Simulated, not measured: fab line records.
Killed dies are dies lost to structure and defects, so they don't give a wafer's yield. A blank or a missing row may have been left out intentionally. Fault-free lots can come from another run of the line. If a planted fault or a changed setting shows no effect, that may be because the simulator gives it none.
fab line records :: flow nand-harc
record
  lots=14
  wafers=42
  last-day=34
route steps=1302 shown A_DECK1_JOINT@528 A_ONON_D2@556 END@1302
lots that met no fault: from a run of the same line without faults
start-h: the number of hours between the record's first day and the start of the first shown wafer of the lot :: wait-h: hours since the lot's step before :: " same as the row above :: L1.1+2: one row covering several wafers at once :: - no value present, or no start provided :: * or withheld: withheld :: < > ~ a bound
route shown NAME@n: a module of which the file shows steps, and the number in the route of the first :: usual: the fault-free wafers' mean and standard deviation :: same: alike in all rows :: chamber/n: place in a boat :: sites: readings site by site :: _std_site: standard deviation across them :: _edge_site: inner sites' mean taken away from outer sites' mean :: radius-mm: for every site, how far away it sits from the centre of the wafer :: mask NAME#n: copy n :: behind: tool/chamber where the wafer was last shaped :: hold: cause of the lot's hold/its duration in hours/its outcome :: device: names the non-switching transistor (n, p or np) :: end of line: tests run on the same wafers once the route is complete :: where a step has no rows: the recipe by itself :: killed: dies that structure and defects cost at the first sort, which is not the same as the wafer's yield :: map: a wafer's dies, x killed, . not, _ none there
set.NAME: the setting as run; set.NAME@STEP: as run at that earlier step :: model.NAME: the simulator's own value behind a step, which no gauge read
the route's steps for a sample of lots (tables are steps, rows are wafers)
services: a tool's chamber out of use, with start hour (start-h, from the record's first day; less than 0 if before it), hours out, and reason
## steps
# step NHARC_A_DECK1_JOINT_THK_MEAS_14
# recipe
  thk-meas-gauge=ellipsometry
# usual
  thk-nm=51.1/1.8
lot.wafer: L565.3
tool: film-metro-02
chamber: -
start-h: 261.19
wait-h: 0.2
thk-nm: 50.6

lot.wafer: L565.5
tool: film-metro-02
chamber: -
start-h: 261.19
wait-h: 0.2
thk-nm: 47.9

lot.wafer: L565.6
tool: film-metro-02
chamber: -
start-h: 261.19
wait-h: 0.2
thk-nm: 50.1

lot.wafer: L568.4
tool: film-metro-01
chamber: -
start-h: 282.73
wait-h: 0.2
thk-nm: 50.1

lot.wafer: L568.5
tool: film-metro-01
chamber: -
start-h: 282.73
wait-h: 0.2
thk-nm: 49.8

lot.wafer: L568.6
tool: film-metro-01
chamber: -
start-h: 282.73
wait-h: 0.2
thk-nm: 51.9

lot.wafer: L567.2
tool: film-metro-01
chamber: -
start-h: 293.69
wait-h: 0.2
thk-nm: 51.7

lot.wafer: L567.3
tool: film-metro-01
chamber: -
start-h: 293.69
wait-h: 0.2
thk-nm: 51.2

lot.wafer: L567.5
tool: film-metro-01
chamber: -
start-h: 293.69
wait-h: 0.2
thk-nm: 51.0

lot.wafer: L569.1
tool: film-metro-01
chamber: -
start-h: 306.25
wait-h: 0.2
thk-nm: 53.5

lot.wafer: L569.2
tool: film-metro-01
chamber: -
start-h: 306.25
wait-h: 0.2
thk-nm: 51.3

lot.wafer: L569.4
tool: film-metro-01
chamber: -
start-h: 306.25
wait-h: 0.2
thk-nm: 51.1

lot.wafer: L570.1
tool: film-metro-01
chamber: -
start-h: 306.27
wait-h: 0.2
thk-nm: 53.7

lot.wafer: L570.3
tool: film-metro-01
chamber: -
start-h: 306.27
wait-h: 0.2
thk-nm: 51.7

lot.wafer: L570.5
tool: film-metro-01
chamber: -
start-h: 306.27
wait-h: 0.2
thk-nm: 51.5

lot.wafer: L571.1
tool: film-metro-02
chamber: -
start-h: 319.58
wait-h: 0.2
thk-nm: 52.5

lot.wafer: L571.2
tool: film-metro-02
chamber: -
start-h: 319.58
wait-h: 0.2
thk-nm: 47.8

lot.wafer: L571.3
tool: film-metro-02
chamber: -
start-h: 319.58
wait-h: 0.2
thk-nm: 50.2

lot.wafer: L576.2
tool: film-metro-02
chamber: -
start-h: 357.15
wait-h: 0.2
thk-nm: 51.5

lot.wafer: L576.5
tool: film-metro-02
chamber: -
start-h: 357.15
wait-h: 0.2
thk-nm: 51.8

lot.wafer: L576.6
tool: film-metro-02
chamber: -
start-h: 357.15
wait-h: 0.2
thk-nm: 49.9

lot.wafer: L575.3
tool: film-metro-01
chamber: -
start-h: 357.15
wait-h: 0.2
thk-nm: 49.5

lot.wafer: L575.4
tool: film-metro-01
chamber: -
start-h: 357.15
wait-h: 0.2
thk-nm: 46.7

lot.wafer: L575.5
tool: film-metro-01
chamber: -
start-h: 357.15
wait-h: 0.2
thk-nm: 51.3

lot.wafer: L577.1
tool: film-metro-01
chamber: -
start-h: 376.69
wait-h: 0.2
thk-nm: 48.7

lot.wafer: L577.2
tool: film-metro-01
chamber: -
start-h: 376.69
wait-h: 0.2
thk-nm: 46.8

lot.wafer: L577.4
tool: film-metro-01
chamber: -
start-h: 376.69
wait-h: 0.2
thk-nm: 49.7

lot.wafer: L582.1
tool: film-metro-01
chamber: -
start-h: 428.45
wait-h: 0.2
thk-nm: 51.9

lot.wafer: L582.2
tool: film-metro-01
chamber: -
start-h: 428.45
wait-h: 0.2
thk-nm: 53.7

lot.wafer: L582.5
tool: film-metro-01
chamber: -
start-h: 428.45
wait-h: 0.2
thk-nm: 53.2

lot.wafer: L583.1
tool: film-metro-02
chamber: -
start-h: 434.41
wait-h: 0.2
thk-nm: 55.4

lot.wafer: L583.2
tool: film-metro-02
chamber: -
start-h: 434.41
wait-h: 0.2
thk-nm: 52.7

lot.wafer: L583.5
tool: film-metro-02
chamber: -
start-h: 434.41
wait-h: 0.2
thk-nm: 53.5

lot.wafer: L584.1
tool: film-metro-02
chamber: -
start-h: 459.68
wait-h: 0.2
thk-nm: 50.3

lot.wafer: L584.3
tool: film-metro-02
chamber: -
start-h: 459.68
wait-h: 0.2
thk-nm: 50.6

lot.wafer: L584.5
tool: film-metro-02
chamber: -
start-h: 459.68
wait-h: 0.2
thk-nm: 50.0

lot.wafer: L586.1
tool: film-metro-01
chamber: -
start-h: 468.73
wait-h: 0.2
thk-nm: 49.9

lot.wafer: L586.3
tool: film-metro-01
chamber: -
start-h: 468.73
wait-h: 0.2
thk-nm: 51.8

lot.wafer: L586.4
tool: film-metro-01
chamber: -
start-h: 468.73
wait-h: 0.2
thk-nm: 49.3

lot.wafer: L587.2
tool: film-metro-02
chamber: -
start-h: 483.38
wait-h: 0.2
thk-nm: 54.0

lot.wafer: L587.5
tool: film-metro-02
chamber: -
start-h: 483.38
wait-h: 0.2
thk-nm: 52.1

lot.wafer: L587.6
tool: film-metro-02
chamber: -
start-h: 483.38
wait-h: 0.2
thk-nm: 53.2
# step NHARC_A_DECK1_JOINT_ETCHBACK_00
# recipe
  target-depth-a=300
  time-s=17.4
  hbr-flow-sccm=150
  rf-w=350
  icp-w=350
  bias-w=60
  chemistry=HBr
# usual
  drypump-motor-current-A=6.0/0.44
  oes-product-au=1.001/0.013
  throttle-valve-pct=23.267/0.0099
lot.wafer: L565.3
tool: rie-si-03
chamber: 3
start-h: 261.32
wait-h: 0.1
drypump-motor-current-A: 5.6
oes-product-au: 1.003
rf-hours-counter-h: 0.3
throttle-valve-pct: 23.262

lot.wafer: L565.5
tool: rie-si-03
chamber: 3
start-h: 261.32
wait-h: 0.1
drypump-motor-current-A: 5.6
oes-product-au: 1.001
rf-hours-counter-h: -
throttle-valve-pct: 23.253

lot.wafer: L565.6
tool: rie-si-03
chamber: 0
start-h: 261.32
wait-h: 0.1
drypump-motor-current-A: 6.5
oes-product-au: 1.026
rf-hours-counter-h: -
throttle-valve-pct: 23.263

lot.wafer: L568.6
tool: rie-si-06
chamber: 0
start-h: 282.90
wait-h: 0.1
drypump-motor-current-A: 5.3
oes-product-au: 0.999
rf-hours-counter-h: -
throttle-valve-pct: 23.270

lot.wafer: L568.4
tool: rie-si-06
chamber: 1
start-h: 282.90
wait-h: 0.1
drypump-motor-current-A: 5.4
oes-product-au: 0.998
rf-hours-counter-h: -
throttle-valve-pct: 23.259

lot.wafer: L568.5
tool: rie-si-06
chamber: 2
start-h: 282.90
wait-h: 0.1
drypump-motor-current-A: 6.3
oes-product-au: 1.006
rf-hours-counter-h: -
throttle-valve-pct: 23.260

lot.wafer: L567.3
tool: rie-si-02
chamber: 2
start-h: 293.82
wait-h: 0.1
drypump-motor-current-A: 5.9
oes-product-au: 1.005
rf-hours-counter-h: 0
throttle-valve-pct: 23.269

lot.wafer: L567.2
tool: rie-si-02
chamber: 3
start-h: 293.82
wait-h: 0.1
drypump-motor-current-A: 6.5
oes-product-au: 0.978
rf-hours-counter-h: 0
throttle-valve-pct: 23.267

lot.wafer: L567.5
tool: rie-si-02
chamber: 3
start-h: 293.82
wait-h: 0.1
drypump-motor-current-A: 6.5
oes-product-au: 0.987
rf-hours-counter-h: -
throttle-valve-pct: 23.279

lot.wafer: L569.2
tool: rie-si-02
chamber: 0
start-h: 306.40
wait-h: 0.1
drypump-motor-current-A: 6.1
oes-product-au: 1.002
rf-hours-counter-h: 0.1
throttle-valve-pct: 23.271

lot.wafer: L569.1
tool: rie-si-02
chamber: 2
start-h: 306.40
wait-h: 0.1
drypump-motor-current-A: 5.9
oes-product-au: 0.997
rf-hours-counter-h: 0.1
throttle-valve-pct: 23.269

lot.wafer: L569.4
tool: rie-si-02
chamber: 0
start-h: 306.40
wait-h: 0.1
drypump-motor-current-A: 6.0
oes-product-au: 1.011
rf-hours-counter-h: -
throttle-valve-pct: 23.265

lot.wafer: L570.3
tool: rie-si-06
chamber: 1
start-h: 306.43
wait-h: 0.1
drypump-motor-current-A: 5.4
oes-product-au: 1.003
rf-hours-counter-h: 0.4
throttle-valve-pct: 23.261

lot.wafer: L570.1
tool: rie-si-06
chamber: 0
start-h: 306.43
wait-h: 0.1
drypump-motor-current-A: 5.3
oes-product-au: 1.004
rf-hours-counter-h: 0.4
throttle-valve-pct: 23.270

lot.wafer: L570.5
tool: rie-si-06
chamber: 0
start-h: 306.43
wait-h: 0.1
drypump-motor-current-A: 5.3
oes-product-au: 0.998
rf-hours-counter-h: -
throttle-valve-pct: 23.282

lot.wafer: L571.3
tool: rie-si-06
chamber: 2
start-h: 319.71
wait-h: 0.1
drypump-motor-current-A: 6.3
oes-product-au: 1.000
rf-hours-counter-h: 0.4
throttle-valve-pct: 23.264

lot.wafer: L571.1
tool: rie-si-06
chamber: 0
start-h: 319.71
wait-h: 0.1
drypump-motor-current-A: 5.3
oes-product-au: 1.003
rf-hours-counter-h: 0.5
throttle-valve-pct: 23.274

lot.wafer: L571.2
tool: rie-si-06
chamber: 1
start-h: 319.71
wait-h: 0.1
drypump-motor-current-A: 5.4
oes-product-au: 1.014
rf-hours-counter-h: 0.5
throttle-valve-pct: 23.247

lot.wafer: L575.3
tool: rie-si-02
chamber: 2
start-h: 357.28
wait-h: 0.1
drypump-motor-current-A: 5.9
oes-product-au: 0.996
rf-hours-counter-h: 0.5
throttle-valve-pct: 23.274

lot.wafer: L575.4
tool: rie-si-02
chamber: 3
start-h: 357.28
wait-h: 0.1
drypump-motor-current-A: 6.5
oes-product-au: 0.993
rf-hours-counter-h: 0.4
throttle-valve-pct: 23.239

lot.wafer: L575.5
tool: rie-si-02
chamber: 2
start-h: 357.28
wait-h: 0.1
drypump-motor-current-A: 5.9
oes-product-au: 1.008
rf-hours-counter-h: -
throttle-valve-pct: 23.249

lot.wafer: L576.2
tool: rie-si-06
chamber: 3
start-h: 357.30
wait-h: 0.1
drypump-motor-current-A: 6.4
oes-product-au: 1.023
rf-hours-counter-h: 0.3
throttle-valve-pct: 23.267

lot.wafer: L576.5
tool: rie-si-06
chamber: 1
start-h: 357.30
wait-h: 0.1
drypump-motor-current-A: 5.4
oes-product-au: 0.999
rf-hours-counter-h: -
throttle-valve-pct: 23.258

lot.wafer: L576.6
tool: rie-si-06
chamber: 2
start-h: 357.30
wait-h: 0.1
drypump-motor-current-A: 6.3
oes-product-au: 1.003
rf-hours-counter-h: -
throttle-valve-pct: 23.263

lot.wafer: L577.1
tool: rie-si-03
chamber: 1
start-h: 376.83
wait-h: 0.1
drypump-motor-current-A: 6.3
oes-product-au: 1.002
rf-hours-counter-h: 1.0
throttle-valve-pct: 23.260

lot.wafer: L577.2
tool: rie-si-03
chamber: 2
start-h: 376.83
wait-h: 0.1
drypump-motor-current-A: 5.3
oes-product-au: 0.982
rf-hours-counter-h: 0.9
throttle-valve-pct: 23.287

lot.wafer: L577.4
tool: rie-si-03
chamber: 3
start-h: 376.83
wait-h: 0.1
drypump-motor-current-A: 5.6
oes-product-au: 1.007
rf-hours-counter-h: 1.0
throttle-valve-pct: 23.269

lot.wafer: L582.1
tool: rie-si-03
chamber: 3
start-h: 428.61
wait-h: 0.1
drypump-motor-current-A: 5.6
oes-product-au: 0.996
rf-hours-counter-h: 0.2
throttle-valve-pct: 23.249

lot.wafer: L582.2
tool: rie-si-03
chamber: 0
start-h: 428.61
wait-h: 0.1
drypump-motor-current-A: 6.4
oes-product-au: 1.021
rf-hours-counter-h: 0.3
throttle-valve-pct: 23.279

lot.wafer: L582.5
tool: rie-si-03
chamber: 3
start-h: 428.61
wait-h: 0.1
drypump-motor-current-A: 5.6
oes-product-au: 0.997
rf-hours-counter-h: -
throttle-valve-pct: 23.260

lot.wafer: L583.2
tool: rie-si-02
chamber: 2
start-h: 434.54
wait-h: 0.1
drypump-motor-current-A: 5.9
oes-product-au: 0.980
rf-hours-counter-h: 0.9
throttle-valve-pct: 23.283

lot.wafer: L583.1
tool: rie-si-02
chamber: 3
start-h: 434.54
wait-h: 0.1
drypump-motor-current-A: 6.4
oes-product-au: 0.982
rf-hours-counter-h: 0.9
throttle-valve-pct: 23.281

lot.wafer: L583.5
tool: rie-si-02
chamber: 3
start-h: 434.54
wait-h: 0.1
drypump-motor-current-A: 6.5
oes-product-au: 0.986
rf-hours-counter-h: -
throttle-valve-pct: 23.279

lot.wafer: L584.3
tool: rie-si-03
chamber: 0
start-h: 459.81
wait-h: 0.1
drypump-motor-current-A: 6.5
oes-product-au: 1.026
rf-hours-counter-h: 0.6
throttle-valve-pct: 23.257

lot.wafer: L584.1
tool: rie-si-03
chamber: 3
start-h: 459.81
wait-h: 0.1
drypump-motor-current-A: 5.6
oes-product-au: 0.995
rf-hours-counter-h: 0.6
throttle-valve-pct: 23.258

lot.wafer: L584.5
tool: rie-si-03
chamber: 0
start-h: 459.81
wait-h: 0.1
drypump-motor-current-A: 6.5
oes-product-au: 1.031
rf-hours-counter-h: -
throttle-valve-pct: 23.275

lot.wafer: L586.1
tool: rie-si-02
chamber: 2
start-h: 468.86
wait-h: 0.1
drypump-motor-current-A: 5.9
oes-product-au: 0.994
rf-hours-counter-h: 0.0
throttle-valve-pct: 23.260

lot.wafer: L586.4
tool: rie-si-02
chamber: 0
start-h: 468.86
wait-h: 0.1
drypump-motor-current-A: 6.0
oes-product-au: 1.025
rf-hours-counter-h: 0.1
throttle-valve-pct: 23.278

lot.wafer: L586.3
tool: rie-si-02
chamber: 1
start-h: 468.86
wait-h: 0.1
drypump-motor-current-A: 6.4
oes-product-au: 1.012
rf-hours-counter-h: 0.0
throttle-valve-pct: 23.265

lot.wafer: L587.2
tool: rie-si-02
chamber: 2
start-h: 483.52
wait-h: 0.1
drypump-motor-current-A: 5.9
oes-product-au: 1.000
rf-hours-counter-h: 0.1
throttle-valve-pct: 23.263

lot.wafer: L587.5
tool: rie-si-02
chamber: 1
start-h: 483.52
wait-h: 0.1
drypump-motor-current-A: 6.4
oes-product-au: 0.998
rf-hours-counter-h: -
throttle-valve-pct: 23.273

lot.wafer: L587.6
tool: rie-si-02
chamber: 2
start-h: 483.52
wait-h: 0.1
drypump-motor-current-A: 5.9
oes-product-au: 0.993
rf-hours-counter-h: -
throttle-valve-pct: 23.262
# step NHARC_A_ONON_D2_DEP_16
# recipe
  target-thk-a=10000
  n2-flow-sccm=2750
  n2o-flow-sccm=2000
  nh3-flow-sccm=500
  sih4-flow-sccm=210
  temp-c=400
lot.wafer: L565.3+5+6
tool: pecvd-onon-04
chamber: 0
start-h: 292.71
wait-h: 0.5

lot.wafer: L567.2+3+5
tool: pecvd-onon-01
chamber: 0
start-h: 326.82
wait-h: 0.4

lot.wafer: L568.4+5+6
tool: pecvd-onon-04
chamber: 0
start-h: 326.94
wait-h: 0.6

lot.wafer: L570.1+3+5
tool: pecvd-onon-04
chamber: 0
start-h: 347.37
wait-h: 0.4

lot.wafer: L569.1+2+4
tool: pecvd-onon-02
chamber: 0
start-h: 347.37
wait-h: 0.4

lot.wafer: L571.1+2+3
tool: pecvd-onon-04
chamber: 0
start-h: 355.63
wait-h: 0.4

lot.wafer: L576.2+5+6
tool: pecvd-onon-01
chamber: 0
start-h: 385.20
wait-h: 0.4

lot.wafer: L575.3+4+5
tool: pecvd-onon-04
chamber: 0
start-h: 389.60
wait-h: 0.5

lot.wafer: L577.1+2+4
tool: pecvd-onon-04
chamber: 0
start-h: 409.96
wait-h: 0.4

lot.wafer: L582.1+2+5
tool: pecvd-onon-02
chamber: 0
start-h: 458.06
wait-h: 0.4

lot.wafer: L583.1+2+5
tool: pecvd-onon-04
chamber: 0
start-h: 472.05
wait-h: 0.4

lot.wafer: L584.1+3+5
tool: pecvd-onon-02
chamber: 0
start-h: 494.58
wait-h: 0.4

lot.wafer: L586.1+3+4
tool: pecvd-onon-02
chamber: 0
start-h: 501.41
wait-h: 0.4

lot.wafer: L587.2+5+6
tool: pecvd-onon-02
chamber: 0
start-h: 516.48
wait-h: 0.4
# step NHARC_A_ONON_D2_THK_MEAS_18
# recipe
  thk-meas-gauge=ellipsometry
# usual
  thk-nm=1001/8.4
lot.wafer: L565.3
tool: film-metro-01
chamber: -
start-h: 293.11
wait-h: -
thk-nm: 1012

lot.wafer: L565.5
tool: film-metro-01
chamber: -
start-h: 293.11
wait-h: -
thk-nm: 1012

lot.wafer: L565.6
tool: film-metro-01
chamber: -
start-h: 293.11
wait-h: -
thk-nm: 1012

lot.wafer: L568.4
tool: film-metro-01
chamber: -
start-h: 327.27
wait-h: -
thk-nm: 1000

lot.wafer: L568.5
tool: film-metro-01
chamber: -
start-h: 327.27
wait-h: -
thk-nm: 1001

lot.wafer: L568.6
tool: film-metro-01
chamber: -
start-h: 327.27
wait-h: -
thk-nm: 1000

lot.wafer: L567.2
tool: film-metro-02
chamber: -
start-h: 327.27
wait-h: -
thk-nm: 994

lot.wafer: L567.3
tool: film-metro-02
chamber: -
start-h: 327.27
wait-h: -
thk-nm: 992

lot.wafer: L567.5
tool: film-metro-02
chamber: -
start-h: 327.27
wait-h: -
thk-nm: 993

lot.wafer: L570.1
tool: film-metro-02
chamber: -
start-h: 347.89
wait-h: -
thk-nm: 1016

lot.wafer: L570.3
tool: film-metro-02
chamber: -
start-h: 347.89
wait-h: -
thk-nm: 1016

lot.wafer: L570.5
tool: film-metro-02
chamber: -
start-h: 347.89
wait-h: -
thk-nm: 1015

lot.wafer: L569.1
tool: film-metro-01
chamber: -
start-h: 347.89
wait-h: -
thk-nm: 1001

lot.wafer: L569.2
tool: film-metro-01
chamber: -
start-h: 347.89
wait-h: -
thk-nm: 999

lot.wafer: L569.4
tool: film-metro-01
chamber: -
start-h: 347.89
wait-h: -
thk-nm: 1000

lot.wafer: L571.1
tool: film-metro-01
chamber: -
start-h: 356.15
wait-h: -
thk-nm: 997

lot.wafer: L571.2
tool: film-metro-01
chamber: -
start-h: 356.15
wait-h: -
thk-nm: 996

lot.wafer: L571.3
tool: film-metro-01
chamber: -
start-h: 356.15
wait-h: -
thk-nm: 997

lot.wafer: L576.2
tool: film-metro-01
chamber: -
start-h: 385.66
wait-h: -
thk-nm: 993

lot.wafer: L576.5
tool: film-metro-01
chamber: -
start-h: 385.66
wait-h: -
thk-nm: 993

lot.wafer: L576.6
tool: film-metro-01
chamber: -
start-h: 385.66
wait-h: -
thk-nm: 993

lot.wafer: L575.3
tool: film-metro-02
chamber: -
start-h: 389.99
wait-h: -
thk-nm: 964

lot.wafer: L575.4
tool: film-metro-02
chamber: -
start-h: 389.99
wait-h: -
thk-nm: 1010

lot.wafer: L575.5
tool: film-metro-02
chamber: -
start-h: 389.99
wait-h: -
thk-nm: 964

lot.wafer: L577.1
tool: film-metro-02
chamber: -
start-h: 410.48
wait-h: -
thk-nm: 957

lot.wafer: L577.2
tool: film-metro-02
chamber: -
start-h: 410.48
wait-h: -
thk-nm: 1000

lot.wafer: L577.4
tool: film-metro-02
chamber: -
start-h: 410.48
wait-h: -
thk-nm: 1000

lot.wafer: L582.1
tool: film-metro-01
chamber: -
start-h: 458.57
wait-h: -
thk-nm: 999

lot.wafer: L582.2
tool: film-metro-01
chamber: -
start-h: 458.57
wait-h: -
thk-nm: 999

lot.wafer: L582.5
tool: film-metro-01
chamber: -
start-h: 458.57
wait-h: -
thk-nm: 999

lot.wafer: L583.1
tool: film-metro-01
chamber: -
start-h: 472.57
wait-h: -
thk-nm: 998

lot.wafer: L583.2
tool: film-metro-01
chamber: -
start-h: 472.57
wait-h: -
thk-nm: 1000

lot.wafer: L583.5
tool: film-metro-01
chamber: -
start-h: 472.57
wait-h: -
thk-nm: 1000

lot.wafer: L584.1
tool: film-metro-01
chamber: -
start-h: 495.09
wait-h: -
thk-nm: 982

lot.wafer: L584.3
tool: film-metro-01
chamber: -
start-h: 495.09
wait-h: -
thk-nm: 982

lot.wafer: L584.5
tool: film-metro-01
chamber: -
start-h: 495.09
wait-h: -
thk-nm: 981

lot.wafer: L586.1
tool: film-metro-01
chamber: -
start-h: 501.92
wait-h: -
thk-nm: 1012

lot.wafer: L586.3
tool: film-metro-01
chamber: -
start-h: 501.92
wait-h: -
thk-nm: 1012

lot.wafer: L586.4
tool: film-metro-01
chamber: -
start-h: 501.92
wait-h: -
thk-nm: 1009

lot.wafer: L587.2
tool: film-metro-02
chamber: -
start-h: 516.93
wait-h: -
thk-nm: 1003

lot.wafer: L587.5
tool: film-metro-02
chamber: -
start-h: 516.93
wait-h: -
thk-nm: 1003

lot.wafer: L587.6
tool: film-metro-02
chamber: -
start-h: 516.93
wait-h: -
thk-nm: 1004
# step NHARC_END_SORT_01
# recipe
  temp-c=25
# usual
  killed-at-array=55/19
  killed-at-other=0.9/1.4
  killed-at-periphery=3.8/2.9
  killed-dies=60/19
  killed-open=3.3/1.8
  killed-short=2.6/1.6
# same
  gross-dies=677
lot.wafer: L575.3
tool: prober-02
chamber: 0
start-h: 688.99
wait-h: 3.1
killed-at-array: 669
killed-at-other: 3
killed-at-periphery: 5
killed-dies: 677
killed-open: 7
killed-short: 1

lot.wafer: L575.4
tool: prober-02
chamber: 0
start-h: 689.78
wait-h: 3.4
killed-at-array: 67
killed-at-other: 1
killed-at-periphery: 5
killed-dies: 73
killed-open: 4
killed-short: 1

lot.wafer: L575.5
tool: prober-02
chamber: 0
start-h: 690.57
wait-h: 3.6
killed-at-array: 672
killed-at-other: 1
killed-at-periphery: 4
killed-dies: 677
killed-open: 3
killed-short: 1

lot.wafer: L577.1
tool: prober-02
chamber: 0
start-h: 698.39
wait-h: 2.5
killed-at-array: 671
killed-at-other: 1
killed-at-periphery: 5
killed-dies: 677
killed-open: 3
killed-short: 4

lot.wafer: L577.2
tool: prober-02
chamber: 0
start-h: 699.17
wait-h: 2.8
killed-at-array: 48
killed-at-other: 0
killed-at-periphery: 5
killed-dies: 53
killed-open: 3
killed-short: 2

lot.wafer: L577.4
tool: prober-02
chamber: 0
start-h: 700.75
wait-h: 3.4
killed-at-array: 48
killed-at-other: 0
killed-at-periphery: 2
killed-dies: 50
killed-open: 0
killed-short: 1
# killed by level:class
L575.3 A_ONON_D2:area-dep=599 A_CHANNEL_HOLE_D1:chamber-film-flake=37 A_SLIT:chamber-film-flake=21 THIN_TSV:chamber-film-flake=3 A_DECK1_JOINT:geometric-particle:open=2 A_CONTACT:chamber-film-flake=2 P_GATE:geometric-particle:open=1 P_CONTACT:geometric-particle:open=1
L575.4 A_SLIT:chamber-film-flake=28 A_CHANNEL_HOLE_D1:chamber-film-flake=22 A_CONTACT:chamber-film-flake=6 A_STAIRCASE:chamber-film-flake=3 P_GATE:chamber-film-flake=2 A_DECK1_JOINT:chamber-film-flake=2 A_WL_FILL:chamber-film-flake=2 P_STI:geometric-particle:open=1
L575.5 A_ONON_D2:area-dep=595 A_SLIT:chamber-film-flake=35 A_CHANNEL_HOLE_D1:chamber-film-flake=26 A_CONTACT:chamber-film-flake=3 A_CHANNEL_FILL_D1:chamber-film-flake=2 A_DECK1_JOINT:chamber-film-flake=2 A_STAIRCASE:chamber-film-flake=2 A_WL_FILL:chamber-film-flake=2
L577.1 A_ONON_D2:area-dep=616 A_SLIT:chamber-film-flake=25 A_CHANNEL_HOLE_D2:chamber-film-flake=10 A_CHANNEL_HOLE_D1:chamber-film-flake=7 P_GATE:chamber-film-flake=3 A_CHANNEL_FILL_D1:chamber-film-flake=3 A_WL_FILL:chamber-film-flake=2 A_CONTACT:chamber-film-flake=2
L577.2 A_SLIT:chamber-film-flake=24 A_CHANNEL_HOLE_D2:chamber-film-flake=10 A_CHANNEL_HOLE_D1:chamber-film-flake=4 P_GATE:chamber-film-flake=3 P_GATE:geometric-particle:open=2 A_STAIRCASE:chamber-film-flake=2 A_CONTACT:chamber-film-flake=2 A_CHANNEL_FILL_D1:geometric-particle:short=1
L577.4 A_SLIT:chamber-film-flake=23 A_CHANNEL_HOLE_D2:chamber-film-flake=10 A_CHANNEL_HOLE_D1:chamber-film-flake=7 A_CHANNEL_FILL_D1:chamber-film-flake=3 A_STAIRCASE:chamber-film-flake=3 P_GATE:chamber-film-flake=2 A_SGD_CUT:geometric-particle:short=1 A_CONTACT:chamber-film-flake=1
## services
tool: rie-si-06
chamber: -
start-h: 249.00
hours: 9.0
kind: pm

tool: rie-si-02
chamber: 0
start-h: 252.10
hours: 18.4
kind: repair

tool: pecvd-onon-01
chamber: -
start-h: 269.40
hours: 13.0
kind: pm

tool: rie-si-02
chamber: 3
start-h: 271.65
hours: 7.8
kind: repair

tool: rie-si-02
chamber: -
start-h: 277.07
hours: 9.0
kind: pm

tool: rie-si-02
chamber: 0
start-h: 277.07
hours: 9.0
kind: vent-cycle

tool: rie-si-06
chamber: 3
start-h: 281.64
hours: 33.7
kind: repair

tool: rie-si-02
chamber: 1
start-h: 292.31
hours: 22.1
kind: repair

tool: rie-si-06
chamber: -
start-h: 294.00
hours: 0.8
kind: repair

tool: rie-si-06
chamber: 2
start-h: 298.47
hours: 7.2
kind: repair

tool: pecvd-onon-04
chamber: -
start-h: 312.91
hours: 13.0
kind: pm

tool: pecvd-onon-02
chamber: -
start-h: 366.78
hours: 13.0
kind: pm

tool: rie-si-03
chamber: -
start-h: 398.00
hours: 9.0
kind: pm

tool: rie-si-02
chamber: -
start-h: 407.14
hours: 0.5
kind: repair

tool: rie-si-03
chamber: 2
start-h: 407.83
hours: 8.3
kind: repair

tool: rie-si-03
chamber: 3
start-h: 416.07
hours: 1.9
kind: repair

tool: rie-si-06
chamber: -
start-h: 426.00
hours: 9.0
kind: pm

tool: rie-si-02
chamber: -
start-h: 426.88
hours: 0.1
kind: repair

tool: pecvd-onon-01
chamber: -
start-h: 450.40
hours: 13.0
kind: pm

tool: rie-si-03
chamber: 2
start-h: 451.83
hours: 8.6
kind: repair

tool: rie-si-02
chamber: -
start-h: 454.07
hours: 9.0
kind: pm

tool: rie-si-06
chamber: 2
start-h: 476.15
hours: 13.4
kind: repair

tool: pecvd-onon-04
chamber: -
start-h: 493.91
hours: 13.0
kind: pm

tool: rie-si-06
chamber: 1
start-h: 496.28
hours: 3.0
kind: repair
## key
first-sign
  step=NHARC_A_ONON_D2_THK_MEAS_18
  reading=thk-nm
  direction=down
  sigmas=4.7
  usual=1001
  struck=962
effect
  step=NHARC_END_SORT_01
  reading=killed-dies
  direction=up
  sigmas=33
  usual=60
  struck=677
more-kills-born-at
  NHARC_A_ONON_D2_DEP_16@pecvd-onon-04=1810
met-at NHARC_A_ONON_D2_DEP_16
struck-lots L575,L577
struck-wafers L575.3,L575.5,L577.1
later-rows-left-out L575.3,L575.5,L577.1
tester-left-out L575,L577
not-acting-at NHARC_A_DECK1_JOINT_THK_MEAS_14,NHARC_A_DECK1_JOINT_ETCHBACK_00
onset-between 355.63 389.60
fault
  kind=process-parameter-drift
  tool=pecvd-onon-04
  chamber=-
  onset-h=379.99
  steps=NHARC_A_ONON_D2_DEP_16
  channel=target-thk-a
  offset=*
  shape=step
  end-h=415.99
  scope=struck-wafers-only
  acts-in=*
  stated=*
# tester-left-out: of these lots the tester's yield and bins aren't shown, on N5 and GAA mostly nor the transistor test; their killed dies are dies lost to structure and defects alone, not to doping, threshold or leakage, so they don't give the yield
# later-rows-left-out: the simulator's readings of these wafers behind a module that went badly wrong aren't trusted and aren't shown, but for the sort
